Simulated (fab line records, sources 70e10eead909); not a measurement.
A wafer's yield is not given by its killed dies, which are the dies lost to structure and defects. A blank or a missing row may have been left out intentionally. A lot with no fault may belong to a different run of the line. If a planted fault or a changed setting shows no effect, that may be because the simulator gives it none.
Which tool is to blame?	flow nand harc	24 lots with 72 wafers sampled at 6 steps, on a route of 1159 steps

== WHAT EACH GAUGE READ, for each wafer ==
The record lacks any reading of a measuring or inspecting step that a usual standard deviation could be used to judge.

== WHAT TOOL EACH LOT RAN ON (gives the tool, then ch and the chambers of the sampled wafers, and finally the start) ==
lot	NHARC_A_STAIRCASE_DESCUM_186	NHARC_A_STAIRCASE_TRIM_200	NHARC_A_STAIRCASE_ETCH_227	NHARC_A_STAIRCASE_TRIM_235	NHARC_A_STAIRCASE_STRIP_254	NHARC_A_STAIRCASE_DEP_259
L074	rie diel-13 ch 2,3, day 10 20:44	rie diel-05 ch 0,1,3, day 11 05:13 or earlier	rie diel-13 ch 1,2, day 11 05:13 or earlier	rie diel-08 ch 0,1, day 11 05:13 or earlier	plasma asher-02 ch 0,1, day 11 05:13	pecvd-03 ch 0,2, day 11 10:29
L075	rie diel-05 ch 1,2,3, day 11 09:15	rie diel-13 ch 2,3, day 11 17:26 or earlier	rie diel-05 ch 0,2,3, day 11 17:26 or earlier	rie diel-05 ch 0,1,2, day 11 17:26 or earlier	plasma asher-02 ch 0,1, day 11 17:26	pecvd-01 ch 0,1,2, day 11 20:23
L076	rie diel-05 ch 1,3, day 11 09:46	rie diel-05 ch 0,2, day 11 18:39 or earlier	rie diel-05 ch 0,1,3, day 11 18:39 or earlier	rie diel-13 ch 1,2, day 11 18:39 or earlier	plasma asher-01 ch 0,1, day 11 18:39	pecvd-01 ch 1,2, day 11 22:07
L078	rie diel-05 ch 0,3, day 11 17:35	rie diel-05 ch 0,1, day 12 01:35 or earlier	rie diel-05 ch 0,1, day 12 01:35 or earlier	rie diel-05 ch 1,2, day 12 01:35 or earlier	plasma asher-02 ch 0,1, day 12 01:35	pecvd-04 ch 0,2, day 12 04:38
L077	rie diel-13 ch 1,2, day 11 18:01	rie diel-08 ch 0,2,3, day 12 03:11 or earlier	rie diel-08 ch 1,2,3, day 12 03:11 or earlier	rie diel-08 ch 1,2,3, day 12 03:11 or earlier	plasma asher-02 ch 0,1, day 12 03:11	pecvd-04 ch 1,2, day 12 06:17
L079	rie diel-05 ch 0,1,3, day 12 01:05	rie diel-08 ch 0,1,2, day 12 08:49 or earlier	rie diel-05 ch 0,2,3, day 12 08:49 or earlier	rie diel-13 ch 0,1, day 12 08:49 or earlier	plasma asher-02 ch 0,1, day 12 08:49	pecvd-04 ch 1,2, day 12 12:52
L082	rie diel-13 ch 0,1,2, day 12 22:07	rie diel-08 ch 0,2, day 13 06:30 or earlier	rie diel-13 ch 1,2,3, day 13 06:30 or earlier	rie diel-05 ch 0,1,2, day 13 06:30 or earlier	plasma asher-02 ch 0,1, day 13 06:30	pecvd-04 ch 0,1, day 13 12:31
L080	rie diel-08 ch 0,2,3, day 12 22:46	rie diel-05 ch 0,2,3, day 13 07:10 or earlier	rie diel-13 ch 0,1,2, day 13 07:10 or earlier	rie diel-08 ch 0,1,2, day 13 07:10 or earlier	plasma asher-02 ch 0,1, day 13 07:10	pecvd-04 ch 0,1,2, day 13 13:44
L081	rie diel-13 ch 0,3, day 12 23:05	rie diel-05 ch 0,2, day 13 07:39 or earlier	rie diel-05 ch 0,1,2, day 13 07:39 or earlier	rie diel-13 ch 0,1, day 13 07:39 or earlier	plasma asher-01 ch 0, day 13 07:39	pecvd-01 ch 0,1, day 13 15:35
L083	rie diel-13 ch 0,2, day 13 02:26	rie diel-13 ch 0,1,3, day 13 10:35 or earlier	rie diel-13 ch 0,2,3, day 13 10:35 or earlier	rie diel-13 ch 0,1,3, day 13 10:35 or earlier	plasma asher-02 ch 0, day 13 10:35	pecvd-04 ch 0,2, day 13 21:17
L084	rie diel-13 ch 0,3, day 13 08:50	rie diel-05 ch 1,2,3, day 13 18:00 or earlier	rie diel-13 ch 0,1,3, day 13 18:00 or earlier	rie diel-05 ch 0,2,3, day 13 18:00 or earlier	plasma asher-01 ch 0,1, day 13 18:00	pecvd-03 ch 0,2, day 14 02:13
L085	rie diel-08 ch 0,2,3, day 13 12:20	rie diel-05 ch 0,1,2, day 13 22:24 or earlier	rie diel-13 ch 0,1,3, day 13 22:24 or earlier	rie diel-13 ch 1,2,3, day 13 22:24 or earlier	plasma asher-02 ch 0,1, day 13 22:24	pecvd-03 ch 0,1,2, day 14 04:28
L087	rie diel-05 ch 2,3, day 14 05:07	rie diel-13 ch 0,1,3, day 14 14:49 or earlier	rie diel-08 ch 0,2,3, day 14 14:49 or earlier	rie diel-08 ch 0,1,3, day 14 14:49 or earlier	plasma asher-02 ch 0,1, day 14 14:49	pecvd-01 ch 0,2, day 14 18:57
L086	rie diel-05 ch 1,3, day 14 07:19	rie diel-08 ch 0,2,3, day 14 16:04 or earlier	rie diel-08 ch 0,1, day 14 16:04 or earlier	rie diel-08 ch 0,1,3, day 14 16:04 or earlier	plasma asher-02 ch 0,1, day 14 16:04	pecvd-03 ch 0,1,2, day 14 19:00
L088	rie diel-05 ch 0,2,3, day 14 10:13	rie diel-13 ch 0,3, day 14 19:50 or earlier	rie diel-08 ch 2,3, day 14 19:50 or earlier	rie diel-08 ch 1,2, day 14 19:50 or earlier	plasma asher-01 ch 0,1, day 14 19:50	pecvd-03 ch 0,1,2, day 14 22:28
L090	rie diel-05 ch 0,2,3, day 14 15:30	rie diel-05 ch 0,3, day 14 23:08 or earlier	rie diel-05 ch 1,2, day 14 23:08 or earlier	rie diel-05 ch 0,2, day 14 23:08 or earlier	plasma asher-01 ch 0,1, day 14 23:08	pecvd-04 ch 0,1, day 15 01:45
L091	rie diel-13 ch 2,3, day 15 03:54	rie diel-13 ch 1,2,3, day 15 13:02 or earlier	rie diel-08 ch 0,3, day 15 13:02 or earlier	rie diel-13 ch 0,1, day 15 13:02 or earlier	plasma asher-02 ch 1, day 15 13:02	pecvd-03 ch 1,2, day 15 17:23
L089	rie diel-05 ch 0,1,2, day 15 04:28	rie diel-08 ch 0,3, day 15 12:26 or earlier	rie diel-13 ch 0,2,3, day 15 12:26 or earlier	rie diel-13 ch 2,3, day 15 12:26 or earlier	plasma asher-01 ch 0,1, day 15 12:26	pecvd-03 ch 0,1,2, day 15 15:05
L092	rie diel-13 ch 1,2, day 15 10:35	rie diel-13 ch 1,2,3, day 15 18:53 or earlier	rie diel-13 ch 0,2,3, day 15 18:53 or earlier	rie diel-13 ch 0,1, day 15 18:53 or earlier	plasma asher-01 ch 0,1, day 15 18:53	pecvd-03 ch 0,1, day 15 22:40
L094	rie diel-13 ch 1,2,3, day 15 16:04	rie diel-05 ch 1,3, day 16 00:40 or earlier	rie diel-13 ch 1,3, day 16 00:40 or earlier	rie diel-05 ch 0,2,3, day 16 00:40 or earlier	plasma asher-01 ch 0,1, day 16 00:40	pecvd-01 ch 0,2, day 16 05:21
L093	rie diel-08 ch 1,2,3, day 15 19:34	rie diel-08 ch 0,1,2, day 16 06:25 or earlier	rie diel-08 ch 1,2,3, day 16 06:25 or earlier	rie diel-13 ch 1,3, day 16 06:25 or earlier	plasma asher-01 ch 0,1, day 16 06:25	pecvd-03 ch 0,1,2, day 16 09:04
L095	rie diel-08 ch 0,1,2, day 16 13:16	rie diel-13 ch 0,2, day 16 21:45 or earlier	rie diel-13 ch 1,3, day 16 21:45 or earlier	rie diel-13 ch 0,1, day 16 21:45 or earlier	plasma asher-01 ch 0,1, day 16 21:45	pecvd-03 ch 1,2, day 17 01:54
L097	rie diel-05 ch 0,3, day 16 15:08	rie diel-05 ch 2,3, day 17 00:20 or earlier	rie diel-13 ch 0,3, day 17 00:20 or earlier	rie diel-13 ch 1,2, day 17 00:20 or earlier	plasma asher-01 ch 0,1, day 17 00:20	pecvd-03 ch 1,2, day 17 05:07
L096	rie diel-05 ch 2,3, day 16 18:16	rie diel-05 ch 0,1, day 17 02:49 or earlier	rie diel-13 ch 1,2, day 17 02:49 or earlier	rie diel-05 ch 0,1,2, day 17 02:49 or earlier	plasma asher-01 ch 0,1, day 17 02:49	pecvd-04 ch 0,1, day 17 07:01
- NHARC_A_STAIRCASE_DESCUM_186: chemistry O2, time 3 s.
- NHARC_A_STAIRCASE_TRIM_200: chemistry O2, time 211.2 s.
- NHARC_A_STAIRCASE_ETCH_227: etches the open film in C4F8/O2, target depth 100 nm, time 40.5 s.
- NHARC_A_STAIRCASE_TRIM_235: chemistry O2, time 211.2 s.
- NHARC_A_STAIRCASE_STRIP_254: strips in O2.
- NHARC_A_STAIRCASE_DEP_259: deposits SiON, target thk 30 nm.

== WHAT THE TOOLS THEMSELVES READ (means of the sampled wafers that have a number; where no wafer has one, the mark that the record gives instead) ==
NHARC_A_STAIRCASE_DESCUM_186.
lot	tool	drypump motor current A (A)	oes product au (a.u.)	rf vpp V (V)	showerhead plenum p Torr (Torr)	throttle valve pct (%)
L074	rie diel-13	5.4	0.986	57.5	1.94	11.304
L075	rie diel-05	6.1	0.993	58.2	1.91	11.317
L076	rie diel-05	6.2	0.995	56.9	1.96	11.304
L078	rie diel-05	5.5	0.989	58.0	1.84	11.305
L077	rie diel-13	5.3	0.989	57.8	1.88	11.314
L079	rie diel-05	5.9	1.010	58.0	1.90	11.307
L082	rie diel-13	5.7	0.992	56.9	1.85	11.321
L080	rie diel-08	5.3	1.017	58.0	1.81	11.304
L081	rie diel-13	6.1	1.001	58.3	1.98	11.312
L083	rie diel-13	5.4	0.989	56.6	1.86	11.317
L084	rie diel-13	6.1	1.009	58.2	1.89	11.322
L085	rie diel-08	5.2	1.004	57.6	1.80	11.314
L087	rie diel-05	6.0	0.996	56.9	1.85	11.312
L086	rie diel-05	6.3	0.999	57.7	1.95	11.318
L088	rie diel-05	5.8	0.996	57.5	1.84	11.308
L090	rie diel-05	5.7	1.005	57.6	1.84	11.313
L091	rie diel-13	5.8	0.987	57.6	1.99	11.301
L089	rie diel-05	6.0	1.002	58.1	1.90	11.319
L092	rie diel-13	5.3	0.990	57.7	1.87	11.302
L094	rie diel-13	5.7	0.982	58.1	1.93	11.317
L093	rie diel-08	5.4	1.006	57.2	1.79	11.308
L095	rie diel-08	5.5	1.000	57.0	1.81	11.315
L097	rie diel-05	5.7	1.001	58.5	1.83	11.312
L096	rie diel-05	5.9	0.995	57.5	1.85	11.318

NHARC_A_STAIRCASE_TRIM_200.
lot	tool	drypump motor current A (A)	oes product au (a.u.)	rf vpp V (V)	showerhead plenum p Torr (Torr)	throttle valve pct (%)
L074	rie diel-05	5.9	0.990	57.7	3.51	17.040
L075	rie diel-13	5.4	0.988	58.3	3.57	17.034
L076	rie diel-05	5.6	1.000	58.1	3.42	17.038
L078	rie diel-05	6.1	1.003	58.7	3.60	17.031
L077	rie diel-08	5.2	1.013	58.3	3.35	17.044
L079	rie diel-08	5.5	1.008	57.0	3.36	17.038
L082	rie diel-08	5.3	1.005	57.2	3.37	17.038
L080	rie diel-05	5.8	0.993	57.2	3.42	17.040
L081	rie diel-05	5.6	0.991	56.8	3.41	17.030
L083	rie diel-13	6.1	0.997	58.0	3.52	17.038
L084	rie diel-05	6.1	1.009	57.3	3.52	17.045
L085	rie diel-05	6.0	0.995	57.8	3.51	17.043
L087	rie diel-13	6.1	0.997	58.5	3.52	17.047
L086	rie diel-08	5.3	1.006	57.2	3.34	17.031
L088	rie diel-13	6.2	1.007	57.5	3.48	17.038
L090	rie diel-05	5.5	1.003	56.8	3.39	17.038
L091	rie diel-13	5.7	0.982	57.8	3.55	17.034
L089	rie diel-08	5.3	1.005	56.7	3.32	17.037
L092	rie diel-13	5.7	0.979	58.6	3.55	17.034
L094	rie diel-05	6.0	1.001	58.1	3.50	17.039
L093	rie diel-08	5.5	1.001	57.1	3.34	17.038
L095	rie diel-13	5.8	0.997	57.1	3.38	17.028
L097	rie diel-05	5.9	1.001	57.3	3.41	17.035
L096	rie diel-05	6.1	1.014	57.1	3.58	17.029

NHARC_A_STAIRCASE_ETCH_227.
lot	tool	oes product au (a.u.)	rf vpp V (V)
L074	rie diel-13	0.939	894
L075	rie diel-05	0.939	892
L076	rie diel-05	0.932	895
L078	rie diel-05	0.940	900
L077	rie diel-08	0.958	889
L079	rie diel-05	0.943	892
L082	rie diel-13	0.924	898
L080	rie diel-13	0.937	893
L081	rie diel-05	0.939	896
L083	rie diel-13	0.933	897
L084	rie diel-13	0.943	896
L085	rie diel-13	0.955	896
L087	rie diel-08	0.928	889
L086	rie diel-08	0.958	888
L088	rie diel-08	0.941	888
L090	rie diel-05	0.957	898
L091	rie diel-08	0.950	888
L089	rie diel-13	0.936	895
L092	rie diel-13	0.941	896
L094	rie diel-13	0.935	896
L093	rie diel-08	0.928	889
L095	rie diel-13	0.931	897
L097	rie diel-13	0.949	898
L096	rie diel-13	0.938	892

NHARC_A_STAIRCASE_TRIM_235.
lot	tool	drypump motor current A (A)	oes product au (a.u.)	rf vpp V (V)	showerhead plenum p Torr (Torr)	throttle valve pct (%)
L074	rie diel-08	5.8	1.022	57.7	3.36	17.045
L075	rie diel-05	6.0	1.006	58.1	3.52	17.032
L076	rie diel-13	5.3	0.993	57.4	3.46	17.039
L078	rie diel-05	6.3	1.014	57.9	3.54	17.037
L077	rie diel-08	5.5	1.011	56.7	3.33	17.039
L079	rie diel-13	6.1	0.992	56.4	3.38	17.045
L082	rie diel-05	6.0	0.999	58.1	3.51	17.034
L080	rie diel-08	5.5	1.016	57.3	3.35	17.023
L081	rie diel-13	6.1	0.991	58.2	3.41	17.038
L083	rie diel-13	6.1	0.995	58.1	3.52	17.035
L084	rie diel-05	5.8	0.994	57.8	3.41	17.037
L085	rie diel-13	5.7	0.986	57.6	3.56	17.038
L087	rie diel-08	5.6	1.006	57.0	3.33	17.046
L086	rie diel-08	5.6	1.005	57.6	3.33	17.037
L088	rie diel-08	5.7	0.999	56.9	3.33	17.043
L090	rie diel-05	5.9	1.005	57.4	3.42	17.036
L091	rie diel-13	6.1	0.989	57.2	3.40	17.041
L089	rie diel-13	5.8	0.982	58.6	3.66	17.035
L092	rie diel-13	6.0	0.991	57.1	3.40	17.035
L094	rie diel-05	5.8	0.996	56.8	3.40	17.035
L093	rie diel-13	6.0	0.992	57.9	3.54	17.023
L095	rie diel-13	6.1	0.986	56.8	3.39	17.026
L097	rie diel-13	5.3	0.986	57.6	3.43	17.040
L096	rie diel-05	6.0	1.005	57.1	3.49	17.031

NHARC_A_STAIRCASE_STRIP_254.
lot	tool	drypump motor current A (A)	heater power w (W)
L074	plasma asher-02	6.0	342
L075	plasma asher-02	5.9	340
L076	plasma asher-01	5.3	353
L078	plasma asher-02	5.9	341
L077	plasma asher-02	6.1	334
L079	plasma asher-02	6.1	331
L082	plasma asher-02	6.0	344
L080	plasma asher-02	6.0	344
L081	plasma asher-01	5.0	346
L083	plasma asher-02	6.2	319
L084	plasma asher-01	5.2	365
L085	plasma asher-02	6.1	332
L087	plasma asher-02	6.1	334
L086	plasma asher-02	6.0	345
L088	plasma asher-01	5.2	357
L090	plasma asher-01	5.2	366
L091	plasma asher-02	5.9	354
L089	plasma asher-01	5.2	361
L092	plasma asher-01	5.5	386
L094	plasma asher-01	5.2	361
L093	plasma asher-01	5.2	361
L095	plasma asher-01	5.5	386
L097	plasma asher-01	5.2	362
L096	plasma asher-01	5.5	383

NHARC_A_STAIRCASE_DEP_259.
lot	tool	heater power outer w (W)	heater power w (W)	showerhead vpp V (V)
L074	pecvd-03	488	852	1165
L075	pecvd-01	449	741	1215
L076	pecvd-01	359	625	1238
L078	pecvd-04	385	677	1189
L077	pecvd-04	426	734	1163
L079	pecvd-04	475	773	1157
L082	pecvd-04	566	882	1161
L080	pecvd-04	482	810	1176
L081	pecvd-01	429	733	1152
L083	pecvd-04	369	672	1191
L084	pecvd-03	464	823	1113
L085	pecvd-03	440	761	1115
L087	pecvd-01	381	670	1221
L086	pecvd-03	413	722	1113
L088	pecvd-03	431	756	1110
L090	pecvd-04	496	790	1167
L091	pecvd-03	369	637	1061
L089	pecvd-03	460	786	1115
L092	pecvd-03	435	732	1132
L094	pecvd-01	434	749	1209
L093	pecvd-03	442	785	1116
L095	pecvd-03	425	711	1058
L097	pecvd-03	399	678	1063
L096	pecvd-04	475	808	1198

== THE ANSWER, worked out from the rows above alone ==
Rule: what is usual is taken from the lots themselves. Put in order of their means at a reading, lots are off if they are a third of the lots or fewer, leave a main group of 4 or more, and stand apart from it by a gap of 3 or more times the standard deviation of the main group's means; of several such gaps the widest counts. A main group is skipped when, at the precision printed for the reading in the tables above, its means are all equal. Also off: a lot with no number at a reading for which 4 or more lots have one. Where the step has rows for the other lots, those lots are counted as sound. Order of review: gauges by route order, followed by the tools' own readings, for which a lot's mean as printed above is used. The first step at which some lot is off is used, and at that step the reading that is off furthest; a lot without a number counts as furthest.
None of the lots is off at any reading shown; this tells nothing.

== WHAT THE SIMULATOR HAD PUT IN ==
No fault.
